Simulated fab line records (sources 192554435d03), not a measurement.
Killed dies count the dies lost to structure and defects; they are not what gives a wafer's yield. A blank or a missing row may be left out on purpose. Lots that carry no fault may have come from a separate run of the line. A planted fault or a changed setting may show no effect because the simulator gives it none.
Which tool did it? | flow n5-finfet | 26 wafers from 9 lots sampled at 6 of the route's 1938 steps

## WHAT THE GAUGES READ, wafer by wafer
N5_FIN_SAQP_OCD_MEAS_76.
lot  | measured    | on     | trench-depth-nm (nm)
L289 | day 2 20:18 | ocd-01 | 117.5 119.5 118.5
L293 | day 3 21:25 | ocd-01 | 118.2 116.1 120.6
L294 | day 4 02:58 | ocd-01 | 119.1 120.2 118.1
L295 | day 4 08:52 | ocd-02 | 118.1 119.2 120.6
L300 | day 5 15:38 | ocd-02 | 120.2 118.8 117.1
L301 | day 5 21:17 | ocd-02 | 118.8 194.7 118.9
L302 | day 6 02:33 | ocd-01 | 119.7 195.8
L306 | day 7 03:55 | ocd-01 | 122.1 119.0 118.8
L307 | day 7 09:02 | ocd-02 | 119.1 119.5 117.7

N5_BEOL_M4_RC_MEAS_101.
lot  | measured     | on        | DIBL_N (mV/V)  | DIBL_P (mV/V)  | IOFF_N (nA/um) | IOFF_P (nA/um) | ION_N (uA/um) | ION_P (uA/um) | SS_N (mV/dec)  | SS_P (mV/dec)  | VT_N (mV)   | VT_P (mV)
L289 | day 8 21:33  | prober-02 | 36.7 34.8 35.7 | 36.7 35.0 36.1 | 0.18 0.14 0.16 | 0.21 0.19 0.20 | 680 679 670   | 458 463 464   | 71.9 71.4 71.3 | 73.9 73.4 73.5 | 246 251 249 | -251.4 -252.9 -251.7
L293 | day 10 07:19 | prober-01 | 36.5 38.1 37.2 | 35.9 39.1 37.3 | 0.14 0.18 0.16 | 0.19 0.24 0.21 | 661 683 671   | 453 469 459   | 72.5 72.6 72.4 | 72.6 73.7 73.2 | 251 249 249 | -252.4 -247.1 -249.2
L294 | day 10 11:02 | prober-01 | 36.7 34.2 36.2 | 35.7 33.3 34.4 | 0.15 0.12 0.14 | 0.18 0.16 0.17 | 670 660 665   | 459 451 450   | 70.9 70.6 70.7 | 73.6 72.8 73.2 | 249 252 250 | -253.0 -255.4 -252.7
L295 | day 10 13:35 | prober-02 | 37.6 36.0 33.6 | 38.5 36.5 33.9 | 0.18 0.15 0.11 | 0.23 0.19 0.16 | 675 680 664   | 461 461 451   | 72.6 71.7 70.6 | 74.5 73.3 72.6 | 248 249 255 | -248.7 -250.3 -253.8
L300 | day 11 17:46 | prober-02 | 38.6 36.4 38.8 | 38.0 35.2 38.0 | 0.19 0.14 0.18 | 0.24 0.18 0.23 | 666 649 664   | 449 452 457   | 72.4 72.4 72.6 | 73.0 72.6 73.2 | 248 254 253 | -249.1 -252.1 -249.6
L301 | day 11 23:17 | prober-01 | 35.6 35.0 33.8 | 38.7 36.4 34.8 | 0.16 0.13 0.12 | 0.20 0.17 0.15 | 675 658 659   | 459 448 451   | 71.5 71.4 71.3 | 74.3 73.5 72.7 | 250 255 255 | -251.6 -255.2 -258.8
L302 | day 11 22:51 | prober-02 | 37.3 37.2      | 34.9 35.3      | 0.14 0.15      | 0.19 0.20      | 645 667       | 444 456       | 71.8 70.9      | 72.9 73.1      | 253 253     | -251.0 -249.0
L306 | day 13 10:04 | prober-02 | 36.7 38.1 38.2 | 36.8 38.8 38.9 | 0.15 0.17 0.17 | 0.20 0.22 0.23 | 670 671 678   | 454 458 458   | 71.4 71.5 72.2 | 73.5 73.9 73.0 | 253 248 249 | -255.1 -251.8 -251.8
L307 | day 13 09:34 | prober-01 | 39.5 36.8 34.2 | 41.0 37.8 34.2 | 0.23 0.18 0.12 | 0.29 0.24 0.17 | 697 688 664   | 475 464 459   | 71.6 71.4 71.0 | 74.7 73.5 72.8 | 243 246 254 | -246.4 -246.8 -250.7

## WHICH TOOL RAN EACH LOT (tool, then ch and the chambers of the sampled wafers, then the start)
lot  | N5_FIN_SAQP_RECESS_63             | N5_FIN_SAQP_ETCH_69               | N5_FIN_SAQP_ETCH_64             | N5_FIN_SAQP_FIN_ETCH_36
L289 | vapor-etch-01 ch 0,1, day 2 17:58 | rie-diel-01 ch 1,3, day 2 18:39   | rie-si-03 ch 0,1,3, day 2 20:04 | rie-si-03 ch 0,1,3, day 2 20:05
L293 | vapor-etch-01 ch 0,1, day 3 19:21 | rie-diel-01 ch 0,2,3, day 3 19:52 | rie-si-02 ch 0,1,2, day 3 21:11 | rie-si-02 ch 0,1,2, day 3 21:13
L294 | vapor-etch-01 ch 0,1, day 4 01:08 | rie-diel-06 ch 2,3, day 4 01:35   | rie-si-03 ch 0,1,3, day 4 02:43 | rie-si-03 ch 0,1,3, day 4 02:44
L295 | vapor-etch-02 ch 0,1, day 4 06:55 | rie-diel-05 ch 1,2,3, day 4 07:22 | rie-si-03 ch 0,1,3, day 4 08:38 | rie-si-03 ch 0,1,3, day 4 08:39
L300 | vapor-etch-02 ch 0,1, day 5 13:35 | rie-diel-01 ch 0,1,2, day 5 14:02 | rie-si-05 ch 1,2,3, day 5 15:23 | rie-si-05 ch 1,2,3, day 5 15:25
L301 | vapor-etch-01 ch 0,1, day 5 19:27 | rie-diel-06 ch 0,1,2, day 5 19:54 | rie-si-03 ch 0,1,3, day 5 21:02 | rie-si-03 ch 0,1,3, day 5 21:04
L302 | vapor-etch-01 ch 0, day 6 00:40   | rie-diel-06 ch 2,3, day 6 01:07   | rie-si-03 ch 2,3, day 6 02:19   | rie-si-03 ch 2,3, day 6 02:20
L306 | vapor-etch-01 ch 0,1, day 7 02:11 | rie-diel-06 ch 1,2,3, day 7 02:31 | rie-si-05 ch 0,2,3, day 7 03:40 | rie-si-05 ch 0,2,3, day 7 03:41
L307 | vapor-etch-02 ch 0,1, day 7 06:55 | rie-diel-05 ch 0,1, day 7 07:17   | rie-si-05 ch 0,1,3, day 7 08:47 | rie-si-05 ch 0,1,3, day 7 08:49
- N5_FIN_SAQP_RECESS_63: chemistry HF/NH3, target SiO2, target depth 18 nm, afs cycles 3, sublimation time 60 s.
- N5_FIN_SAQP_ETCH_69: etches SOC in N2/H2, stops on SiNx, target depth 150 nm.
- N5_FIN_SAQP_ETCH_64: etches SiO2 in CF4, target depth 1.5 nm.
- N5_FIN_SAQP_FIN_ETCH_36: etches the open film in HBr/Cl2/O2, target depth 120 nm, time 50.4 s.

## AS READ BY THE TOOLS THEMSELVES (means over the sampled wafers that have a number; for cases with no such wafer, the mark the record gives instead)
N5_FIN_SAQP_RECESS_63.
lot  | tool          | drypump-motor-current-A (A)
L289 | vapor-etch-01 | 5.9
L293 | vapor-etch-01 | 5.5
L294 | vapor-etch-01 | 5.5
L295 | vapor-etch-02 | 5.5
L300 | vapor-etch-02 | 5.5
L301 | vapor-etch-01 | 5.9
L302 | vapor-etch-01 | 5.2
L306 | vapor-etch-01 | 5.9
L307 | vapor-etch-02 | 5.5

N5_FIN_SAQP_ETCH_69.
lot  | tool        | drypump-motor-current-A (A) | oes-product-au (a.u.) | rf-vpp-V (V) | showerhead-plenum-p-Torr (Torr) | throttle-valve-pct (%)
L289 | rie-diel-01 | 5.5                         | 0.75                  | 241.3        | 2.57                            | 17.87
L293 | rie-diel-01 | 6.3                         | 0.72                  | 239.4        | 2.53                            | 17.77
L294 | rie-diel-06 | 5.0                         | 0.83                  | 239.9        | 2.48                            | 17.68
L295 | rie-diel-05 | 6.1                         | 0.81                  | 240.5        | 2.49                            | 17.84
L300 | rie-diel-01 | 6.1                         | 0.73                  | 240.2        | 2.50                            | 17.87
L301 | rie-diel-06 | 5.8                         | 0.75                  | 239.8        | 2.52                            | 17.80
L302 | rie-diel-06 | 5.0                         | 0.82                  | 239.5        | 2.48                            | 17.65
L306 | rie-diel-06 | 5.3                         | 0.75                  | 240.2        | 2.52                            | 17.77
L307 | rie-diel-05 | 5.8                         | 0.79                  | 240.2        | 2.54                            | 17.98

N5_FIN_SAQP_ETCH_64.
lot  | tool      | drypump-motor-current-A (A) | oes-product-au (a.u.) | throttle-valve-pct (%)
L289 | rie-si-03 | 6.1                         | 0.999                 | 22.14
L293 | rie-si-02 | 5.8                         | 0.978                 | 21.84
L294 | rie-si-03 | 6.1                         | 1.000                 | 22.14
L295 | rie-si-03 | 6.1                         | 1.001                 | 22.14
L300 | rie-si-05 | 5.4                         | 1.004                 | 21.77
L301 | rie-si-03 | 6.1                         | 1.005                 | 22.15
L302 | rie-si-03 | 5.7                         | 1.004                 | 21.91
L306 | rie-si-05 | 5.3                         | 0.996                 | 21.57
L307 | rie-si-05 | 5.5                         | 0.980                 | 21.80

N5_FIN_SAQP_FIN_ETCH_36.
lot  | tool      | drypump-motor-current-A (A) | mfc-cl2-sccm (sccm) | oes-product-au (a.u.) | throttle-valve-pct (%)
L289 | rie-si-03 | 6.1                         | 80.13               | 0.994                 | 36.6
L293 | rie-si-02 | 5.8                         | 80.17               | 0.981                 | 36.1
L294 | rie-si-03 | 6.1                         | 80.00               | 0.998                 | 36.6
L295 | rie-si-03 | 6.1                         | 80.31               | 0.995                 | 36.6
L300 | rie-si-05 | 5.4                         | 79.94               | 1.000                 | 35.9
L301 | rie-si-03 | 6.1                         | 80.03               | 1.149                 | 36.3
L302 | rie-si-03 | 5.7                         | 80.38               | 1.236                 | 35.8
L306 | rie-si-05 | 5.3                         | 80.01               | 0.994                 | 35.7
L307 | rie-si-05 | 5.5                         | 80.20               | 0.987                 | 36.1

## THE ANSWER, worked out from the rows above alone
Rule: the usual values come from the lots themselves. The widest of any qualifying gaps counts: lots, ordered by their means at a reading, are off when they make up no more than a third of the lots, leave a main group of 4 or more, and stand apart from it by 3 or more times the standard deviation of that group's means. A main group is skipped when, at the precision printed for the reading in the tables above, its means are all equal. A lot without any number at a reading at which 4 lots or more have one is off too. All remaining lots with rows at the step are treated as sound. First the gauges in route order, then the tools' own readings, where a lot's mean is used as printed above. At the first step where some lot is off, the reading lying furthest off is the one used; lots without a number count as furthest.
Off, at N5_FIN_SAQP_OCD_MEAS_76 on trench-depth-nm: L301, L302. The main group has a mean of 119.0 nm with a standard deviation of 0.52.
If a tool, at a process step before that reading, ran all the lots that are off and no sound lot after the first of them, it fits. Not tried: the gauges at N5_FIN_SAQP_OCD_MEAS_76; whatever is off there is also off at N5_FIN_SAQP_FIN_ETCH_36, on other tools, and gauge error can't account for it. One fits: N5_FIN_SAQP_ETCH_64 and N5_FIN_SAQP_FIN_ETCH_36 on rie-si-03. At N5_FIN_SAQP_ETCH_64 its last sound lot is L295 (day 4 08:38), its first lot that is off L301 (day 5 21:02): a fault that began between those two fits.

## WHAT THE SIMULATOR HAD INSERTED
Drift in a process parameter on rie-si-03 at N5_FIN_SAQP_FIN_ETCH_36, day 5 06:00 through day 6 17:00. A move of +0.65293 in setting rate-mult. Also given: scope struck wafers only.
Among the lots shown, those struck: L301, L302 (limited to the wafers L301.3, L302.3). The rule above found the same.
